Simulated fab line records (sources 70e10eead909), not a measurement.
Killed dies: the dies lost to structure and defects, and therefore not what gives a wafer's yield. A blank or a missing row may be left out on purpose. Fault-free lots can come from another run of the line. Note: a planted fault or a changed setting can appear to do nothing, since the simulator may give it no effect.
Matching of chambers ; flow nandHarc ; NHARC_P_CONTACT_ALD_22 on aldMetal-04 has 4 sister chambers
The step deposits TiN, target thk 3 nm, pulse time 1 s, ald cycles 150. 8 wafers are shown with their chamber, then 7 later ones without.

EACH WAFER AND ITS CHAMBER
wafer;chamber;heaterPowerW (W);precursorPulseHeightRel
L079.5;0;1247;1.022
L083.5;3;928;0.960
L087.5;0;1280;1.040
L089.1;1;1290;0.986
L089.3;2;1204;1.003
L089.6;2;1207;0.989
L094.1;1;1193;1.037
L094.2;3;920;1.013

WAFERS WITH NO CHAMBER GIVEN
wafer;heaterPowerW (W);precursorPulseHeightRel
L094.3;1223;1.005
L094.4;1253;0.990
L094.5;910;1.029
L094.6;1188;1.029
L096.2;1187;1.024
L096.4;1275;0.988
L096.5;1211;0.962

EACH ONE'S CHAMBER
wafer;from the rows above;in truth
L094.3;can't be placed: 1 or 2 or 0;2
L094.4;can't be placed: 1 or 2 or 0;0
L094.5;3;3
L094.6;can't be placed: 2 or 1 or 0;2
L096.2;can't be placed: 2 or 1 or 0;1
L096.4;can't be placed: 1 or 0 or 2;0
L096.5;can't be placed: 2 or 1 or 0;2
Placed correctly: 1 of 7. Not placeable from these rows: 6 (in 6, the candidates include the true chamber). Number placed wrongly: 0.
How it was worked out, from the rows above alone: a wafer's distance from a chamber is the root of the sum, over the readings, of the square of ((its reading less the chamber's mean) divided by the reading's scatter). If the next closest chamber is less than 2 further off than the closest, the wafer can't be placed; otherwise it belongs to the closest. A chamber's mean is the mean of its shown wafers. The scatter is the square root of a quotient: the sum, over the shown wafers, of each reading's squared deviation from its chamber's mean, divided by wafers minus chambers.
